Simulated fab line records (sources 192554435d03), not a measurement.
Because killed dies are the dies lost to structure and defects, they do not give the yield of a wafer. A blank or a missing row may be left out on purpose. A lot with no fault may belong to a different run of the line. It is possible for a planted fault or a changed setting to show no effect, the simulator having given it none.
fab line records    flow n5_finfet
[record] lots = 9  wafers = 26  last_day = 19
route steps=1938 shown HKMG_FIN@445 GATE_CUT@466 BEOL_M4@1111 PASSIVATION@1936
lots that met no fault: taken from a fault-free run of the same line
start_h: hours from the record's first day to the start of the lot's first wafer shown    wait_h: hours since the lot's step before    " identical to the entry in the row above    L1.1+2: a single row standing in for several wafers    - no value present, or no start provided    * or withheld: withheld    < > ~ a bound
route shown NAME@n: NAME is a module with steps in the file, n the number in the route of the first one    usual: mean/standard deviation taken from wafers without a fault    same: alike in all rows    chamber/n: place in a boat    sites: each site's reading    _std_site: standard deviation across them    _edge_site: the outer-site mean with the inner-site mean subtracted    radius_mm: for every site, how far away it sits from the centre of the wafer    mask NAME#n: copy n    behind: tool/chamber where the wafer was last shaped    hold: the reason the lot was held/the length of the hold in hours/how it ended    device: the transistor (n, p or np) that didn't switch    end of line: the tests these same wafers got at the end of their route    where a step has no rows: the recipe by itself    killed: the dies lost at the first sort to structure and to defects; this is not the yield of the wafer    map: a wafer's dies, x killed, . not, _ none there
set.NAME: the setting the step ran with; set.NAME@STEP: the setting that earlier step ran with    model.NAME: the simulator's own value behind a step, which no gauge read
the route's steps for a sample of lots (tables are steps, rows are wafers)
services: from which hour (start_h, from the record's first day; less than 0 if before it) a tool's chamber was out of use, for how many hours, and why
[[steps]]
[step N5_HKMG_FIN_STRIP_89]
[recipe] chemistry = N2/H2  material = SOC  time_s = 20  power_w = 500  temp_c = 40  pressure_mtorr = 50  rf_frequency_hz = 6e+07  bias_power_w = 8  h2_frac = 0.5  n2_flow_sccm = 300  h2_flow_sccm = 300
[usual] drypump_motor_current_A = 5.6/0.61  oes_product_au = 0.81/0.083  rf_vpp_V = 54.2/0.81  showerhead_plenum_p_Torr = 3.36/0.11  throttle_valve_pct = 19.1/0.4
lot.wafer  tool         chamber  start_h  wait_h  drypump_motor_current_A  oes_product_au  rf_hours_counter_h  rf_vpp_V  showerhead_plenum_p_Torr  throttle_valve_pct
L308.1     rie_diel-03  1        101.21   0.0     4.7                      0.89            28                  53.8      3.30                      19.8
L308.3     "            0        "        "       5.7                      0.69            237                 54.5      3.18                      19.4
L309.2     rie_diel-05  1        112.08   0.0     5.5                      0.76            157                 54.5      3.49                      19.4
L309.5     "            1        "        "       5.5                      0.76            -                   55.4      3.49                      19.4
L309.6     "            2        "        "       6.6                      0.91            -                   54.3      3.43                      18.6
L312.1     rie_diel-04  0        125.35   0.0     6.2                      0.74            170                 55.3      3.34                      19.4
L312.3     "            2        "        "       4.9                      0.70            222                 53.1      3.17                      18.6
L312.4     "            3        "        "       6.2                      0.78            -                   54.3      3.50                      19.2
L316.1     rie_diel-04  1        153.96   0.0     6.3                      0.97            4                   55.7      3.45                      18.3
L316.2     "            3        "        "       6.2                      0.77            167                 53.7      3.49                      19.2
L316.3     "            2        "        "       4.9                      0.69            235                 55.3      3.16                      18.7
L319.1     rie_diel-04  1        173.06   0.0     6.3                      0.94            10                  53.2      3.44                      18.3
L319.3     "            2        "        "       4.9                      0.67            242                 53.9      3.16                      18.7
L319.6     "            0        "        "       6.2                      0.73            -                   55.3      3.33                      19.4
L320.1     rie_diel-05  1        186.07   0.0     5.5                      0.74            185                 54.2      3.48                      19.4
L320.2     "            2        "        "       6.6                      0.86            56                  53.7      3.41                      18.7
L320.4     "            0        "        "       5.1                      0.87            46                  53.1      3.43                      19.2
L323.1     rie_diel-03  1        191.85   0.0     4.7                      0.84            62                  53.9      3.28                      19.8
L323.2     "            0        "        "       5.7                      0.97            10                  53.4      3.58                      19.0
L323.6     "            3        "        "       5.1                      0.86            -                   53.4      3.27                      18.7
L325.1     rie_diel-03  3        203.24   0.0     5.1                      0.87            40                  54.8      3.27                      18.7
L325.2     "            0        "        "       5.7                      0.97            14                  54.3      3.58                      19.0
L325.3     "            2        "        "       5.1                      0.85            69                  55.1      3.29                      19.4
L327.1     rie_diel-05  2        215.54   0.0     6.6                      0.85            66                  54.0      3.40                      18.7
L327.3     "            1        "        "       5.5                      0.73            196                 54.1      3.47                      19.4
L327.5     "            3        "        "       5.7                      0.83            -                   53.5      3.27                      18.8
[step N5_HKMG_FIN_NWFM_ALD_20]
[recipe] material = TiAlC  target_thk_a = 20  temp_c = 300  ald_precursor_family = TiCl4  ald_co_reactant = TEA  pulse_time_s = 3  purge_time_s = 2  co_reactant_purge_time_s = 2  co_reactant_pulse_time_s = 10  ald_cycles = 7  pressure_torr = 3
[usual] heater_power_w = 496/54  precursor_pulse_height_rel = 1.000/0.02  susceptor_temp_C = 300.01/0.2
lot.wafer  tool          chamber  start_h  wait_h  heater_power_w  precursor_pulse_height_rel  since_wet_clean_h  susceptor_temp_C
L308.1     ald_metal-01  3        101.78   0.3     505             1.021                       4380               300.19
L308.3     "             2        "        "       478             0.997                       4380               299.90
L309.2     ald_metal-02  0        112.65   0.3     467             0.977                       5929               300.14
L309.5     "             0        "        "       465             1.008                       -                  300.16
L309.6     "             3        "        "       488             0.987                       -                  300.12
L312.1     ald_metal-04  2        125.92   0.3     529             0.954                       2866               300.04
L312.3     "             0        "        "       537             1.013                       2866               299.92
L312.4     "             1        "        "       397             0.987                       2866               300.18
L316.1     ald_metal-02  3        154.54   0.3     494             0.985                       5971               300.22
L316.2     "             0        "        "       473             1.004                       5971               300.14
L316.3     "             2        "        "       462             0.986                       5971               300.04
L319.1     ald_metal-01  3        173.70   0.3     522             0.997                       4452               299.53
L319.3     "             2        "        "       454             1.007                       4452               299.73
L319.6     "             0        "        "       612             0.972                       -                  300.10
L320.1     ald_metal-04  1        186.64   0.3     407             1.004                       2926               300.11
L320.2     "             3        "        "       498             0.996                       2926               300.30
L320.4     "             0        "        "       538             0.997                       2926               299.69
L323.1     ald_metal-01  0        192.54   0.4     584             0.998                       4471               300.00
L323.2     "             1        "        "       468             1.002                       4471               300.04
L323.6     "             2        "        "       461             1.021                       -                  299.68
L325.1     ald_metal-01  3        203.82   0.3     509             0.996                       4482               300.07
L325.2     "             2        "        "       466             1.012                       4482               300.32
L325.3     "             1        "        "       476             1.024                       4482               300.05
L327.1     ald_metal-01  0        216.12   0.3     591             1.013                       4494               299.87
L327.3     "             1        "        "       487             0.993                       4494               299.70
L327.5     "             2        "        "       450             0.992                       -                  299.84
[step N5_HKMG_FIN_ETCHBACK_68]
[recipe] chemistry = Cl2/Ar  stop_on = HfO2  target_depth_a = 5  pressure_mtorr = 10  icp_w = 600  bias_w = 60  Cl2_flow_sccm = 40  Ar_flow_sccm = 60
[usual] drypump_motor_current_A = 5.8/0.52  oes_product_au = 0.76/0.12  throttle_valve_pct = 20.83/0.29
lot.wafer  tool          chamber  start_h  wait_h  drypump_motor_current_A  oes_product_au  rf_hours_counter_h  throttle_valve_pct
L308.1     rie_metal-01  0        102.44   0.0     6.6                      0.59            124                 21.09
L308.3     "             0        "        "       6.5                      0.59            -                   21.10
L309.2     rie_metal-02  1        113.33   0.0     5.9                      0.89            12                  20.42
L309.5     "             1        "        "       5.9                      0.90            -                   20.40
L309.6     "             0        "        "       5.0                      0.91            -                   20.67
L312.1     rie_metal-02  1        126.58   0.0     5.9                      0.89            13                  20.42
L312.3     "             1        "        "       5.9                      0.89            -                   20.42
L312.4     "             0        "        "       5.0                      0.89            -                   20.66
L316.1     rie_metal-02  1        155.20   0.0     5.9                      0.87            17                  20.44
L316.2     "             1        "        "       5.9                      0.86            -                   20.43
L316.3     "             1        "        "       5.9                      0.86            -                   20.42
L319.1     rie_metal-01  0        174.39   0.0     6.6                      0.59            132                 21.12
L319.3     "             0        "        "       6.6                      0.59            -                   21.11
L319.6     "             1        "        "       6.0                      0.71            -                   21.05
L320.1     rie_metal-03  0        187.37   0.0     5.5                      0.80            30                  20.73
L320.2     "             1        "        "       5.3                      0.60            127                 21.30
L320.4     "             1        "        "       5.3                      0.60            -                   21.29
L323.1     rie_metal-02  0        193.20   0.0     4.9                      0.89            9                   20.66
L323.2     "             1        "        "       5.9                      0.84            23                  20.45
L323.6     "             0        "        "       4.9                      0.89            -                   20.66
L325.1     rie_metal-02  0        204.48   0.0     4.9                      0.89            10                  20.67
L325.2     "             1        "        "       5.9                      0.85            24                  20.44
L325.3     "             0        "        "       4.9                      0.89            -                   20.66
L327.1     rie_metal-02  1        216.78   0.0     5.8                      0.84            25                  20.45
L327.3     "             0        "        "       5.0                      0.88            -                   20.67
L327.5     "             1        "        "       5.9                      0.84            -                   20.43
[step N5_GATE_CUT_ETCH_56]
[recipe] chemistry = Cl2/Ar  target = TiN  target_depth_a = 216  pressure_mtorr = 10  icp_w = 600  bias_w = 60  Cl2_flow_sccm = 40  Ar_flow_sccm = 60
[usual] bias_w = 59.99/0.17  drypump_motor_current_A = 5.7/0.48  oes_product_au = 0.75/0.12  throttle_valve_pct = 20.88/0.29
lot.wafer  tool          chamber  start_h  wait_h  bias_w  drypump_motor_current_A  oes_product_au  rf_hours_counter_h  throttle_valve_pct
L308.1     rie_metal-01  0        104.36   0.1     59.90   6.5                      0.60            124                 21.08
L308.3     "             1        "        "       60.15   6.0                      0.73            -                   21.03
L309.2     rie_metal-02  0        115.25   0.1     60.28   4.9                      0.92            8                   20.64
L309.5     "             0        "        "       60.20   4.9                      0.92            -                   20.64
L309.6     "             1        "        "       60.28   5.9                      0.92            -                   20.39
L312.1     rie_metal-01  1        128.50   0.1     59.85   6.0                      0.73            69                  21.03
L312.3     "             0        "        "       60.29   6.5                      0.60            -                   21.09
L312.4     "             1        "        "       59.81   6.0                      0.73            -                   21.00
L316.1     rie_metal-01  0        157.30   0.1     76.99   6.6                      0.62            131                 21.04
L316.2     "             1        "        "       76.81   6.0                      0.76            73                  20.95
L316.3     "             0        "        "       77.03   6.5                      0.63            -                   21.03
L319.1     rie_metal-01  1        176.34   0.1     76.97   6.0                      0.76            74                  20.97
L319.3     "             1        "        "       76.80   6.0                      0.76            -                   20.96
L319.6     "             1        "        "       76.93   6.0                      0.75            -                   20.96
L320.1     rie_metal-03  1        189.42   0.2     59.96   5.3                      0.60            127                 21.29
L320.2     "             1        "        "       60.06   5.3                      0.61            -                   21.28
L320.4     "             1        "        "       59.98   5.3                      0.61            -                   21.27
L323.1     rie_metal-02  1        195.12   0.1     59.82   5.9                      0.86            23                  20.41
L323.2     "             0        "        "       60.14   5.0                      0.91            9                   20.65
L323.6     "             0        "        "       60.06   5.0                      0.91            -                   20.66
L325.1     rie_metal-02  1        206.61   0.1     59.85   5.9                      0.86            24                  20.44
L325.2     "             0        "        "       59.87   5.0                      0.90            10                  20.66
L325.3     "             0        "        "       59.88   4.9                      0.90            -                   20.65
L327.1     rie_metal-02  1        218.74   0.1     59.70   5.9                      0.85            25                  20.45
L327.3     "             1        "        "       59.91   5.9                      0.85            -                   20.43
L327.5     "             0        "        "       60.08   5.0                      0.89            -                   20.64
[step N5_BEOL_M4_RC_MEAS_101]
[usual] DIBL_N = 36.4/1.9  DIBL_P = 35.8/2.1  IOFF_N = 0.158/0.029  IOFF_P = 0.21/0.035  ION_N = 676/14  ION_P = 465/9.7  SS_N = 71.5/0.66  SS_P = 73.4/0.7  VT_N = 249.8/3  VT_P = -250/3.3
lot.wafer  tool       chamber  start_h  wait_h  DIBL_N[mV/V]  DIBL_P[mV/V]  IOFF_N[nA/um]  IOFF_P[nA/um]  ION_N[uA/um]  ION_P[uA/um]  SS_N[mV/dec]  SS_P[mV/dec]  VT_N[mV]  VT_P[mV]
L308.1     prober-02  0        211.23   0.3     38.7          39.5          0.200          0.23           693           465           72.1          74.2          246.4     -250
L308.3     "          0        "        "       37.0          37.7          0.170          0.21           694           473           71.2          73.7          248.1     -253
L309.2     prober-01  0        226.16   0.2     34.3          32.2          0.113          0.18           676           473           70.4          72.4          255.0     -251
L309.5     "          0        "        "       37.0          34.8          0.145          0.22           664           462           71.4          73.2          250.7     -247
L309.6     "          0        "        "       34.0          31.5          0.107          0.18           661           461           70.4          72.1          254.0     -250
L312.1     prober-02  0        242.22   0.0     36.7          36.4          0.161          0.22           684           468           72.4          73.9          250.9     -247
L312.3     "          0        "        "       33.3          32.6          0.110          0.17           675           465           70.9          72.2          255.0     -251
L312.4     "          0        "        "       37.8          36.6          0.167          0.23           667           461           72.5          73.8          252.5     -246
L316.1     prober-02  0        276.91   0.0     38.2          38.0          0.187          0.21           678           465           72.9          73.3          248.1     -250
L316.2     "          0        "        "       33.7          33.5          0.113          0.15           663           456           70.5          71.4          253.5     -253
L316.3     "          0        "        "       36.4          36.1          0.148          0.18           675           452           71.4          73.2          250.3     -253
L319.1     prober-02  0        282.74   0.0     35.6          34.7          0.148          0.19           680           468           71.1          72.9          250.3     -252
L319.3     "          0        "        "       36.3          35.7          0.159          0.20           682           463           71.1          73.4          249.3     -249
L319.6     "          0        "        "       34.5          33.4          0.129          0.17           666           455           71.4          72.7          252.4     -252
L320.1     prober-02  0        302.32   0.0     37.2          36.5          0.184          0.24           702           483           71.8          73.5          245.4     -248
L320.2     "          0        "        "       35.7          33.7          0.157          0.20           689           468           71.6          72.7          246.4     -250
L320.4     "          0        "        "       38.0          36.4          0.185          0.23           687           467           72.3          73.7          245.8     -250
L323.1     prober-02  0        324.59   0.0     37.4          37.4          0.166          0.20           686           465           72.2          73.7          249.1     -254
L323.2     "          0        "        "       34.5          32.9          0.117          0.15           664           452           71.0          72.8          253.6     -256
L323.6     "          0        "        "       38.1          38.2          0.185          0.22           688           465           71.3          73.6          248.7     -253
L325.1     prober-01  0        329.04   0.0     36.4          37.0          0.159          0.23           691           473           70.7          73.3          250.1     -250
L325.2     "          0        "        "       37.4          37.0          0.168          0.22           676           466           71.6          73.9          248.1     -250
L325.3     "          0        "        "       35.7          35.5          0.139          0.21           679           472           71.5          73.3          253.4     -250
L327.1     prober-01  0        346.11   0.0     33.6          33.7          0.126          0.18           668           463           72.0          72.9          252.8     -250
L327.3     "          0        "        "       31.6          31.8          0.110          0.16           667           462           70.6          72.2          253.3     -254
L327.5     "          0        "        "       30.2          30.0          0.091          0.14           652           455           70.8          71.9          257.4     -254
[step N5_PASSIVATION_PROBE_49]
[usual] defect_limited_yield = 91.3/1.3  killed_at_M0_to_M3 = 34/9.1  killed_at_M4_up = 14/5.6  killed_at_contacts = 13/5.9  killed_at_front_end = 39/11  killed_at_other = 3.6/3  killed_dies = 102/16  killed_open = 68/12  killed_short = 33/7.3  sort_bin_5_function = 5.2/0.89  sort_bin_6_memory = 3.2/0.68  sort_n_pass = 1078/16  sort_yield_pct = 91.3/1.3
[same] gross_dies = 1180  killed_at_back_side = 0  sort_bin_4_leakage[%] = 0  sort_bin_8_speed[%] = 0
lot.wafer  tool       chamber  start_h  wait_h  defect_limited_yield[%]  killed_at_M0_to_M3  killed_at_M4_up  killed_at_contacts  killed_at_front_end  killed_at_other  killed_dies  killed_open  killed_short  sort_bin_5_function[%]  sort_bin_6_memory[%]  sort_n_pass  sort_yield_pct[%]
L316.1     prober-02  -        381.00   0.0     92.1                     33                  18               8                   30                   4                93           61           32            4.6                     3.1                   1087         92.1
L316.2     prober-02  -        381.05   0.1     93.4                     32                  9                4                   29                   4                78           45           33            4.1                     2.4                   1102         93.4
// killed by level:class
L316.1 BEOL_M2:geometric_particle:open=15 BEOL_M4:geometric_particle:open=8 FIN_SAQP:geometric_particle:open=6 STI_FIN_REVEAL:geometric_particle:open=6 BEOL_M3:geometric_particle:open=6 MOL_CONTACT_COAG:geometric_particle:open=5 BEOL_M4:geometric_particle:short=5 FIN_SAQP:geometric_particle:short=4
L316.2 BEOL_M2:geometric_particle:open=8 GATE_CUT:geometric_particle:short=6 BEOL_M0_SAQP:geometric_particle:short=6 BEOL_M3:geometric_particle:open=6 FIN_SAQP:geometric_particle:short=5 BEOL_M0_SAQP:geometric_particle:open=5 FIN_SAQP:geometric_particle:open=4 BEOL_M4:geometric_particle:open=4
[[services]]
tool          chamber  start_h  hours  kind
ald_metal-01  1        89.73    3.6    repair
rie_metal-03  -        90.02    1.4    pm
rie_diel-04   1        120.51   -      clean
rie_diel-04   1        120.51   -      consumable_replace:focus_ring
rie_diel-04   1        120.51   22.1   scheduled_down
rie_diel-04   1        120.51   22.1   vent_cycle
rie_metal-02  0        128.53   57.1   repair
rie_diel-03   0        134.87   -      clean
rie_diel-03   0        134.87   -      consumable_replace:focus_ring
rie_diel-03   0        134.87   -      consumable_replace:showerhead
rie_diel-03   0        134.87   27.9   scheduled_down
rie_metal-02  -        135.37   2.8    pm
rie_diel-04   0        147.84   10.7   repair
rie_metal-02  -        158.80   1.4    pm
rie_metal-03  0        188.53   8.7    repair
rie_metal-01  0        192.20   -      clean
rie_metal-01  0        192.20   32.0   scheduled_down
rie_metal-01  0        192.20   32.0   vent_cycle
rie_diel-04   2        196.02   -      clean
rie_diel-04   2        196.02   -      consumable_replace:focus_ring
rie_diel-04   2        196.02   -      consumable_replace:showerhead
rie_diel-04   2        196.02   23.0   scheduled_down
rie_diel-04   2        196.02   23.0   vent_cycle
ald_metal-02  -        215.29   2.8    pm
[[key]]
[first_sign] step = N5_GATE_CUT_ETCH_56  reading = bias_w  direction = up  sigmas = 99+  usual = *  struck = *
effect none on later readings
met_at N5_GATE_CUT_ETCH_56
struck_lots L316,L319
not_acting_at N5_HKMG_FIN_STRIP_89,N5_HKMG_FIN_NWFM_ALD_20,N5_HKMG_FIN_ETCHBACK_68
onset_between 128.50 157.30
[fault] kind = process_parameter_drift  tool = rie_metal-01  chamber = -  onset_h = 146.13  steps = N5_GATE_CUT_ETCH_56  channel = bias_w  offset = *  shape = step  end_h = 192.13  acts_in = *  stated = *
